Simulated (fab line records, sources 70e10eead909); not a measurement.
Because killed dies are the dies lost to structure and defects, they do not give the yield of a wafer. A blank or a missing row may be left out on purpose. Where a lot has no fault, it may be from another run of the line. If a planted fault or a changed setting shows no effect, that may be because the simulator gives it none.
The tool behind it: which one?    flow nand-harc    24 lots, 72 wafers sampled, at 6 steps of a route of 1159

WHAT THE GAUGES SHOWED, per wafer
The record holds no reading of a measuring or inspecting step that can be judged against a usual standard deviation.

EACH LOT AND THE TOOL THAT RAN IT (in order: tool; ch and the chambers of the sampled wafers; start)
lot   NHARC_P_M0_CMP_23              NHARC_P_M1_STRIP_18                 NHARC_P_M2_ETCH_28                             NHARC_P_M2_DEGAS_29           NHARC_P_M2_PVD_21                        NHARC_P_M2_PRE_CLEAN_32
L074  cmp-02 ch 0,1,3, day 5 21:40   rie-diel-01 ch 1,2,3, day 5 23:55   rie-diel-03 ch 1,2,3, day 6 04:32 or earlier   pvd-sputter-02, day 6 04:32   pvd-sputter-02, day 6 06:11 or earlier   pecvd-03 ch 1,2, day 6 06:11
L075  cmp-01 ch 0,3, day 6 08:44     rie-diel-06 ch 0,2,3, day 6 11:04   rie-diel-03 ch 0,1,2, day 6 15:50 or earlier   pvd-sputter-03, day 6 15:50   pvd-sputter-03, day 6 17:34 or earlier   pecvd-02 ch 0,1,2, day 6 17:34
L077  cmp-02 ch 1,2,3, day 6 15:34   rie-diel-11 ch 0,3, day 6 18:02     rie-diel-12 ch 0,2, day 6 22:40 or earlier     pvd-sputter-02, day 6 22:40   pvd-sputter-02, day 7 00:20 or earlier   pecvd-04 ch 1,2, day 7 00:20
L078  cmp-04 ch 0,1, day 6 16:00     rie-diel-06 ch 2,3, day 6 18:43     rie-diel-13 ch 0,3, day 6 23:32 or earlier     pvd-sputter-03, day 6 23:32   pvd-sputter-03, day 7 01:12 or earlier   pecvd-03 ch 0,1,2, day 7 01:12
L076  cmp-04 ch 1,2, day 6 16:16     rie-diel-11 ch 0,1,2, day 6 19:04   rie-diel-12 ch 1,3, day 6 23:49 or earlier     pvd-sputter-01, day 6 23:49   pvd-sputter-01, day 7 00:14              pecvd-03 ch 0,1,2, day 7 01:47
L079  cmp-01 ch 0,1,3, day 7 11:14   rie-diel-01 ch 0,1,3, day 7 13:33   rie-diel-13 ch 0,1,3, day 7 19:00 or earlier   pvd-sputter-02, day 7 19:00   pvd-sputter-02, day 7 20:56 or earlier   pecvd-03 ch 0,2, day 7 20:56
L080  cmp-01 ch 1,2, day 7 11:41     rie-diel-01 ch 1,3, day 7 14:07     rie-diel-12 ch 1,3, day 7 19:38 or earlier     pvd-sputter-02, day 7 19:38   pvd-sputter-02, day 7 21:23 or earlier   pecvd-04 ch 1,2, day 7 21:23
L082  cmp-01 ch 0,1,2, day 7 20:06   rie-diel-01 ch 0,2, day 7 22:35     rie-diel-03 ch 1,3, day 8 03:31 or earlier     pvd-sputter-02, day 8 03:31   pvd-sputter-02, day 8 05:10 or earlier   pecvd-03 ch 0,2, day 8 05:10
L081  cmp-01 ch 1,2,3, day 7 22:29   rie-diel-06 ch 1,2,3, day 8 00:58   rie-diel-12 ch 1,3, day 8 05:49 or earlier     pvd-sputter-02, day 8 05:49   pvd-sputter-02, day 8 07:28 or earlier   pecvd-02 ch 0,1, day 8 07:28
L083  cmp-01 ch 2,3, day 8 00:53     rie-diel-11 ch 0,1,3, day 8 03:35   rie-diel-03 ch 0,1,2, day 8 08:43 or earlier   pvd-sputter-02, day 8 08:43   pvd-sputter-02, day 8 10:26 or earlier   pecvd-04 ch 0,2, day 8 10:26
L084  cmp-01 ch 0,1,2, day 8 09:04   rie-diel-06 ch 0,1,2, day 8 11:23   rie-diel-03 ch 2,3, day 8 16:14 or earlier     pvd-sputter-03, day 8 16:14   pvd-sputter-03, day 8 17:54 or earlier   pecvd-03 ch 0,2, day 8 17:54
L085  cmp-04 ch 1,2, day 9 02:41     rie-diel-01 ch 0,1,3, day 9 05:08   rie-diel-12 ch 0,3, day 9 09:46 or earlier     pvd-sputter-01, day 9 09:46   pvd-sputter-01, day 9 11:23 or earlier   pecvd-03 ch 1,2, day 9 11:23
L087  cmp-02 ch 0,3, day 9 03:02     rie-diel-01 ch 0,1, day 9 05:28     rie-diel-03 ch 0,2,3, day 9 10:33 or earlier   pvd-sputter-03, day 9 10:33   pvd-sputter-03, day 9 12:09 or earlier   pecvd-02 ch 0,1,2, day 9 12:09
L086  cmp-01 ch 0,2,3, day 9 03:22   rie-diel-06 ch 0,2,3, day 9 05:47   rie-diel-03 ch 0,1,2, day 9 10:37 or earlier   pvd-sputter-02, day 9 10:37   pvd-sputter-02, day 9 12:17 or earlier   pecvd-03 ch 1,2, day 9 12:17
L088  cmp-01 ch 0,2,3, day 9 19:23   rie-diel-01 ch 0,2,3, day 9 21:50   rie-diel-12 ch 0,1,2, day 10 02:37 or earlier  pvd-sputter-03, day 10 02:37  pvd-sputter-03, day 10 04:19 or earlier  pecvd-03 ch 1,2, day 10 04:19
L089  cmp-02 ch 2,3, day 9 20:02     rie-diel-01 ch 0,1,2, day 9 22:30   rie-diel-12 ch 0,3, day 10 03:18 or earlier    pvd-sputter-01, day 10 03:18  pvd-sputter-01, day 10 04:56 or earlier  pecvd-03 ch 0,2, day 10 04:56
L090  cmp-01 ch 0,3, day 10 01:31    rie-diel-11 ch 0,2,3, day 10 04:11  rie-diel-03 ch 0,1,2, day 10 09:02 or earlier  pvd-sputter-01, day 10 09:02  pvd-sputter-01, day 10 10:56 or earlier  pecvd-03 ch 0,1, day 10 10:56
L091  cmp-02 ch 0,1, day 10 10:26    rie-diel-06 ch 0,1,2, day 10 12:49  rie-diel-13 ch 1,2, day 10 17:37 or earlier    pvd-sputter-01, day 10 17:37  pvd-sputter-01, day 10 19:17 or earlier  pecvd-02 ch 0,1, day 10 19:17
L092  cmp-01 ch 0,1,3, day 10 11:06  rie-diel-11 ch 0,1,2, day 10 13:29  rie-diel-03 ch 0,1,2, day 10 18:19 or earlier  pvd-sputter-01, day 10 18:19  pvd-sputter-01, day 10 19:56 or earlier  pecvd-03 ch 1,2, day 10 19:56
L093  cmp-01 ch 0,1,2, day 10 14:18  rie-diel-06 ch 0,1,3, day 10 16:37  rie-diel-03 ch 1,2,3, day 10 21:26 or earlier  pvd-sputter-01, day 10 21:26  pvd-sputter-01, day 10 23:04 or earlier  pecvd-02 ch 0,2, day 10 23:04
L094  cmp-04 ch 0,2,3, day 10 14:37  rie-diel-06 ch 0,1,3, day 10 17:04  rie-diel-03 ch 0,2,3, day 10 22:08 or earlier  pvd-sputter-03, day 10 22:08  pvd-sputter-03, day 10 23:46 or earlier  pecvd-02 ch 1,2, day 10 23:46
L095  cmp-01 ch 0,2,3, day 11 01:01  rie-diel-01 ch 0,1,2, day 11 03:31  rie-diel-13 ch 0,1,2, day 11 08:19 or earlier  pvd-sputter-01, day 11 08:19  pvd-sputter-01, day 11 10:03 or earlier  pecvd-02 ch 0,1,2, day 11 10:03
L096  cmp-01 ch 0,1,2, day 11 02:03  rie-diel-11 ch 0,2,3, day 11 04:32  rie-diel-12 ch 1,3, day 11 09:44 or earlier    pvd-sputter-02, day 11 09:44  pvd-sputter-02, day 11 11:22 or earlier  pecvd-02 ch 0,1, day 11 11:22
L097  cmp-01 ch 0,1,3, day 11 18:58  rie-diel-01 ch 2,3, day 11 21:13    rie-diel-13 ch 0,2,3, day 12 01:54 or earlier  pvd-sputter-01, day 12 01:54  pvd-sputter-01, day 12 03:32 or earlier  pecvd-04 ch 0,2, day 12 03:32
- NHARC_P_M0_CMP_23: polishes, t overpolish 20 s, target thk 117.53 nm.
- NHARC_P_M1_STRIP_18: strips in N2/H2.
- NHARC_P_M2_ETCH_28: etches the open film in CF4/N2, target depth 30 nm, time 72.99 s.
- NHARC_P_M2_DEGAS_29: time 60 s.
- NHARC_P_M2_PVD_21: deposits Cu, target thk 30 nm, time 20.49 s.
- NHARC_P_M2_PRE_CLEAN_32: time 12 s.

AS READ BY THE TOOLS THEMSELVES (means over the sampled wafers that have a number; for cases with no such wafer, the mark the record gives instead)
NHARC_P_M0_CMP_23. Usual: motor-current-A 11.9 A, standard deviation 1.1; slurry-flow-ml-min 150.0, standard deviation 0.45; time-to-endpoint-s 28.2 s, standard deviation 2.5.
lot   tool    motor-current-A (A)  slurry-flow-ml-min  time-to-endpoint-s (s)  flag
L074  cmp-02  11.9                 150.1               27.6                    
L075  cmp-01  12.4                 149.5               27.8                    
L077  cmp-02  12.9                 150.2               27.6                    
L078  cmp-04  10.6                 149.7               27.7                    
L076  cmp-04  10.1                 150.1               29.7                    
L079  cmp-01  12.4                 149.9               29.5                    
L080  cmp-01  11.6                 150.3               30.3                    
L082  cmp-01  12.1                 150.0               29.3                    
L081  cmp-01  12.1                 149.7               27.2                    
L083  cmp-01  12.4                 149.7               25.9                    
L084  cmp-01  12.1                 150.2               29.2                    
L085  cmp-04  9.5                  149.8               29.5                    
L087  cmp-02  10.8                 149.8               25.0                    
L086  cmp-01  12.2                 149.7               27.2                    
L088  cmp-01  12.1                 150.0               26.7                    
L089  cmp-02  13.4                 149.9               27.5                    
L090  cmp-01  12.3                 150.3               24.7                    
L091  cmp-02  11.9                 150.3               28.4                    
L092  cmp-01  12.3                 150.0               27.5                    
L093  cmp-01  12.2                 150.2               27.7                    
L094  cmp-04  11.3                 150.1               30.4                    
L095  cmp-01  12.2                 149.9               27.5                    
L096  cmp-01  12.2                 150.1               33.0                    
L097  cmp-01  12.1                 149.7               29.8                    

NHARC_P_M1_STRIP_18. Usual: drypump-motor-current-A 5.8 A, standard deviation 0.4; n2-flow-sccm 150.0 sccm, standard deviation 0.48; oes-product-au 1.000 a.u., standard deviation 0.0084; rf-vpp-V 90.5 V, standard deviation 0.93; showerhead-plenum-p-Torr 2.01 Torr, standard deviation 0.073; throttle-valve-pct 14.172 %, standard deviation 0.0085.
lot   tool         drypump-motor-current-A (A)  n2-flow-sccm (sccm)  oes-product-au (a.u.)  rf-vpp-V (V)  showerhead-plenum-p-Torr (Torr)  throttle-valve-pct (%)  flag
L074  rie-diel-01  6.0                          149.5                0.993                  89.3          1.96                             14.176                  
L075  rie-diel-06  5.6                          150.0                0.994                  91.5          2.03                             14.173                  
L077  rie-diel-11  5.9                          149.8                1.013                  90.6          2.04                             14.178                  
L078  rie-diel-06  5.8                          150.2                0.997                  90.3          2.03                             14.174                  
L076  rie-diel-11  6.2                          149.9                0.991                  91.3          2.10                             14.175                  
L079  rie-diel-01  6.1                          150.0                0.998                  89.5          2.00                             14.189                  
L080  rie-diel-01  6.3                          150.3                0.989                  89.9          1.99                             14.172                  
L082  rie-diel-01  5.8                          150.4                1.004                  90.3          1.94                             14.173                  
L081  rie-diel-06  5.6                          149.9                1.002                  90.2          2.00                             14.174                  
L083  rie-diel-11  6.0                          150.1                0.996                  89.7          2.07                             14.168                  
L084  rie-diel-06  5.3                          149.6                1.008                  89.7          1.95                             14.168                  
L085  rie-diel-01  6.1                          150.2                1.000                  90.7          2.00                             14.165                  
L087  rie-diel-01  5.8                          150.2                0.997                  90.4          2.00                             14.171                  
L086  rie-diel-06  5.6                          149.5                1.009                  90.0          2.02                             14.168                  
L088  rie-diel-01  6.1                          149.9                1.009                  91.3          1.97                             14.173                  
L089  rie-diel-01  5.8                          149.6                1.008                  91.3          1.97                             14.172                  
L090  rie-diel-11  6.1                          149.8                0.999                  90.7          2.07                             14.169                  
L091  rie-diel-06  5.3                          150.5                0.998                  89.7          1.95                             14.174                  
L092  rie-diel-11  6.2                          150.2                1.001                  90.7          2.09                             14.179                  
L093  rie-diel-06  5.4                          150.0                1.000                  90.0          1.99                             14.180                  
L094  rie-diel-06  5.4                          150.0                1.000                  90.5          1.99                             14.174                  
L095  rie-diel-01  5.8                          149.9                0.998                  90.6          1.97                             14.168                  
L096  rie-diel-11  6.1                          150.1                1.002                  90.4          2.07                             14.169                  
L097  rie-diel-01  6.0                          149.9                0.996                  90.1          1.93                             14.174                  

NHARC_P_M2_ETCH_28. Usual: drypump-motor-current-A 5.7 A, standard deviation 0.51; n2-flow-sccm 100.00 sccm, standard deviation 0.27; oes-product-au 1.001 a.u., standard deviation 0.011; rf-vpp-V 314.1 V, standard deviation 2; showerhead-plenum-p-Torr 2.63 Torr, standard deviation 0.11; throttle-valve-pct 19.795 %, standard deviation 0.0088.
lot   tool         drypump-motor-current-A (A)  n2-flow-sccm (sccm)  oes-product-au (a.u.)  rf-vpp-V (V)  showerhead-plenum-p-Torr (Torr)  throttle-valve-pct (%)  flag
L074  rie-diel-03  5.5                          100.17               0.993                  315.9         2.68                             19.792                  
L075  rie-diel-03  5.2                          100.15               0.990                  314.8         2.68                             19.791                  
L077  rie-diel-12  6.0                          100.02               0.995                  314.6         2.68                             19.801                  
L078  rie-diel-13  6.0                          99.99                1.009                  313.7         2.62                             19.796                  
L076  rie-diel-12  6.2                          100.20               1.010                  315.3         2.63                             19.804                  
L079  rie-diel-13  6.2                          99.86                1.015                  314.0         2.62                             19.799                  
L080  rie-diel-12  5.8                          99.59                1.025                  314.3         2.67                             19.797                  
L082  rie-diel-03  5.6                          99.84                1.001                  313.3         2.61                             19.802                  
L081  rie-diel-12  6.2                          99.91                1.009                  313.8         2.62                             19.788                  
L083  rie-diel-03  5.3                          99.94                0.995                  315.4         2.68                             19.796                  
L084  rie-diel-03  5.5                          100.29               0.987                  316.1         2.75                             19.790                  
L085  rie-diel-12  5.5                          100.05               1.002                  313.4         2.54                             19.791                  
L087  rie-diel-03  5.4                          100.11               0.991                  315.2         2.67                             19.797                  
L086  rie-diel-03  5.2                          100.00               0.994                  314.7         2.68                             19.788                  
L088  rie-diel-12  6.1                          99.77                0.997                  312.7         2.61                             19.803                  
L089  rie-diel-12  5.4                          99.96                0.998                  312.2         2.54                             19.801                  
L090  rie-diel-03  5.3                          100.02               0.997                  314.8         2.68                             19.796                  
L091  rie-diel-13  6.1                          99.63                1.015                  313.3         2.54                             19.802                  
L092  rie-diel-03  5.2                          100.13               1.006                  315.2         2.68                             19.803                  
L093  rie-diel-03  5.5                          99.90                0.994                  315.0         2.68                             19.793                  
L094  rie-diel-03  5.4                          100.21               1.001                  314.6         2.67                             19.795                  
L095  rie-diel-13  6.1                          100.05               1.014                  313.1         2.58                             19.800                  
L096  rie-diel-12  5.7                          100.07               0.996                  314.1         2.66                             19.794                  
L097  rie-diel-13  5.9                          99.86                1.015                  312.5         2.57                             19.786                  

NHARC_P_M2_DEGAS_29. Usual: heater-power-w reads 352 W (standard deviation 39).
lot   tool            heater-power-w (W)  flag
L074  pvd-sputter-02  372                 
L075  pvd-sputter-03  381                 
L077  pvd-sputter-02  388                 
L078  pvd-sputter-03  365                 
L076  pvd-sputter-01  339                 
L079  pvd-sputter-02  368                 
L080  pvd-sputter-02  361                 
L082  pvd-sputter-02  366                 
L081  pvd-sputter-02  372                 
L083  pvd-sputter-02  373                 
L084  pvd-sputter-03  391                 
L085  pvd-sputter-01  315                 
L087  pvd-sputter-03  344                 
L086  pvd-sputter-02  359                 
L088  pvd-sputter-03  365                 
L089  pvd-sputter-01  330                 
L090  pvd-sputter-01  336                 
L091  pvd-sputter-01  340                 
L092  pvd-sputter-01  312                 
L093  pvd-sputter-01  324                 
L094  pvd-sputter-03  383                 
L095  pvd-sputter-01  327                 
L096  pvd-sputter-02  357                 
L097  pvd-sputter-01  335                 

NHARC_P_M2_PVD_21. Usual: substrate-temp-c 29.99 C, standard deviation 0.1; throttle-valve-pct 30.2 %, standard deviation 0.79.
lot   tool            substrate-temp-c (C)  throttle-valve-pct (%)  flag
L074  pvd-sputter-02  29.95                 30.5                    
L075  pvd-sputter-03  29.89                 30.1                    
L077  pvd-sputter-02  29.93                 30.2                    
L078  pvd-sputter-03  29.96                 30.3                    
L076  pvd-sputter-01  30.00                 29.9                    
L079  pvd-sputter-02  29.97                 31.3                    
L080  pvd-sputter-02  30.17                 30.6                    
L082  pvd-sputter-02  29.89                 31.6                    
L081  pvd-sputter-02  29.96                 30.2                    
L083  pvd-sputter-02  30.01                 30.5                    
L084  pvd-sputter-03  30.03                 30.1                    
L085  pvd-sputter-01  29.97                 29.8                    
L087  pvd-sputter-03  30.04                 30.2                    
L086  pvd-sputter-02  30.03                 30.8                    
L088  pvd-sputter-03  29.93                 30.2                    
L089  pvd-sputter-01  30.04                 30.0                    
L090  pvd-sputter-01  29.87                 29.8                    
L091  pvd-sputter-01  29.96                 29.6                    
L092  pvd-sputter-01  29.87                 29.6                    
L093  pvd-sputter-01  30.09                 29.6                    
L094  pvd-sputter-03  30.08                 30.0                    
L095  pvd-sputter-01  29.86                 29.9                    
L096  pvd-sputter-02  29.96                 30.4                    
L097  pvd-sputter-01  29.98                 29.4                    

NHARC_P_M2_PRE_CLEAN_32. Usual: heater-power-outer-w 397 W, standard deviation 43; heater-power-w 690 W, standard deviation 74.
lot   tool      heater-power-outer-w (W)  heater-power-w (W)  flag
L074  pecvd-03  377                       654                 
L075  pecvd-02  382                       674                 
L077  pecvd-04  321                       530                 
L078  pecvd-03  408                       709                 
L076  pecvd-03  413                       732                 
L079  pecvd-03  404                       693                 
L080  pecvd-04  356                       583                 
L082  pecvd-03  444                       736                 
L081  pecvd-02  440                       770                 
L083  pecvd-04  367                       620                 
L084  pecvd-03  427                       719                 
L085  pecvd-03  407                       719                 
L087  pecvd-02  424                       743                 
L086  pecvd-03  372                       650                 
L088  pecvd-03  349                       614                 
L089  pecvd-03  425                       720                 
L090  pecvd-03  448                       790                 
L091  pecvd-02  387                       703                 
L092  pecvd-03  386                       653                 
L093  pecvd-02  415                       709                 
L094  pecvd-02  464                       801                 
L095  pecvd-02  421                       727                 
L096  pecvd-02  410                       726                 
L097  pecvd-04  346                       618                 

THE ANSWER, worked out from the rows above alone
Rule: a lot is off if the mean of its wafers that have a number lies more than 3 standard deviations from the usual mean. Also off: a lot with no number at a reading for which 4 or more lots have one. Where the step has rows for the other lots, those lots are counted as sound. Order of review: gauges by route order, followed by the tools' own readings, for which a lot's mean as printed above is used. At the first step where some lot is off, the reading lying furthest off is the one used; lots without a number count as furthest.
Nothing can be told from this: no lot is off at any reading shown.

WHAT THE SIMULATOR HAD PUT IN
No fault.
